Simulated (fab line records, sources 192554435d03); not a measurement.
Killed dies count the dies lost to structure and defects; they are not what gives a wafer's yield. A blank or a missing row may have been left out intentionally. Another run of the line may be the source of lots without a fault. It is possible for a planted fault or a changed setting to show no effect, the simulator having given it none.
A struck lot beside a sound one -- flow n5-finfet -- 18 out of 1938 route steps
Sound: wafers L641.2, L641.4, L641.6. Struck: wafers L647.1, L647.5 (left out: L647.6, a lot-mate that was not struck); the cause follows at the end.
At each step with rows: each side's tool, then ch and its chambers, then its first start. Under that, the readings that differ: sound wafers -- struck wafers -- difference of the means -- sigmas: that difference in standard deviations of wafers without a fault.
alike: same words and numbers on both sides, and readings whose means sit less than 2 such deviations apart. not compared: any withheld reading, any reading some wafer has no value for, any bound like >300 that may hide the same value, and any number with overlapping values for which the record gives no deviation.
Wherever a step has rows on one side only, a row that says differs or no value, or a row with sigmas, the two part there. Non-overlapping numbers with no deviation appear without sigmas and do not part them. A reading missing from all wafers of one side parts the sides only when that side holds two or more wafers.

first, 1 step without rows for these wafers: N5_BEOL_M15_ETCH_61 (etches BARC in N2/H2, target depth 89 nm, overetch 26.7 nm, time 67.9 s).
N5_BEOL_M15_TRENCH_ETCH_34: etches SiO2 in C4F8/O2/Ar, target depth 872.93 nm, time 199 s.
  sound on rie-diel-04 ch 0,2,3, day 15 06:33; struck on rie-diel-06 ch 0,3, day 16 15:25
  alike: drypump-motor-current-A, oes-product-au, rf-vpp-V, showerhead-plenum-p-Torr, throttle-valve-pct
  not compared: rf-hours-counter-h
N5_BEOL_M15_STRIP_36: strips in O2.
  sound on rie-diel-06 ch 0,1,2, day 15 08:08; struck on rie-diel-06 ch 0,3, day 16 15:59
  alike: drypump-motor-current-A, oes-product-au, rf-vpp-V, showerhead-plenum-p-Torr, throttle-valve-pct
  not compared: rf-hours-counter-h
N5_BEOL_M15_STRIP_62: strips in O2.
  sound on rie-diel-06 ch 0,1,2; struck on rie-diel-06 ch 0,3
  alike: drypump-motor-current-A, oes-product-au, rf-vpp-V, showerhead-plenum-p-Torr, throttle-valve-pct
  not compared: rf-hours-counter-h
N5_BEOL_M15_STRIP_37: strips in O2.
  sound on rie-diel-06 ch 0,1,2; struck on rie-diel-06 ch 0,3
  alike: drypump-motor-current-A, oes-product-au, rf-vpp-V, showerhead-plenum-p-Torr, throttle-valve-pct
  not compared: rf-hours-counter-h
then, 4 steps without rows for these wafers: N5_BEOL_M15_ETCH_38 (etches SiCN in CF4/N2, target depth 106.4 nm, time 120.5 s); N5_BEOL_M15_PRECLEAN_39 (cleans in residue remover, time 60 s); N5_BEOL_M15_SRD_40 (time 30 s, dry time 30 s); N5_BEOL_M15_DEGAS_41 (time 60 s).
N5_BEOL_M15_PRE_CLEAN_42: time 30 s.
  sound: pvd-sputter-03 at day 15 08:50; struck: pvd-sputter-03 at day 16 16:44
  alike: heater-power-w
then, 1 step without rows for these wafers: N5_BEOL_M15_SPUTTER_43 (material TaN, target thk 15 nm, time 24.19 s).
N5_BEOL_M15_SPUTTER_44: material Ta, target thk 15 nm, time 24.19 s.
  sound: pvd-sputter-03 at day 15 08:58; struck: pvd-sputter-03 at day 16 16:51
reading,sound,struck,difference,sigmas
model.Ta_of_BEOL_M15_SPUTTER_44.thk-nm (nm),15.2 15.2 15.4,11 10.8,-4,
  alike: chamber-pressure-pa, throttle-valve-pct
then, 3 steps without rows for these wafers: N5_BEOL_M15_SPUTTER_45 (material Cu, target thk 100 nm, time 16.67 s); N5_BEOL_M15_ECD_47 (material Cu, target thk 1860 nm); N5_BEOL_M15_ANNEAL_48 (time 90 s).
N5_BEOL_M15_CMP_49: polishes, stops on SiO2, t overpolish 4.9 s, target thk 850 nm.
  sound on cmp-02 ch 0,1,2, day 15 09:41; struck on cmp-02 ch 1,2, day 16 17:49
reading,sound,struck,difference,sigmas
barrier-field-endpoint-s (s),11.13 11.41 11.52,10.04 9.83,-1.42,-6
  alike: clearing-platen-down-force-psi, motor-current-A
N5_BEOL_M15_THK_MEAS_50: measures by xrf.
  sound: film-metro-01 at day 15 09:59; struck: film-metro-01 at day 16 18:00
  alike: M15_THK
then, 1 step without rows for these wafers: N5_PASSIVATION_PROBE_49.

## WHERE THEY PART
N5_BEOL_M15_CMP_49 only, going by this record. Later steps at which nothing parts them and some readings are alike: N5_BEOL_M15_THK_MEAS_50.

WHY: whatever the simulator had introduced
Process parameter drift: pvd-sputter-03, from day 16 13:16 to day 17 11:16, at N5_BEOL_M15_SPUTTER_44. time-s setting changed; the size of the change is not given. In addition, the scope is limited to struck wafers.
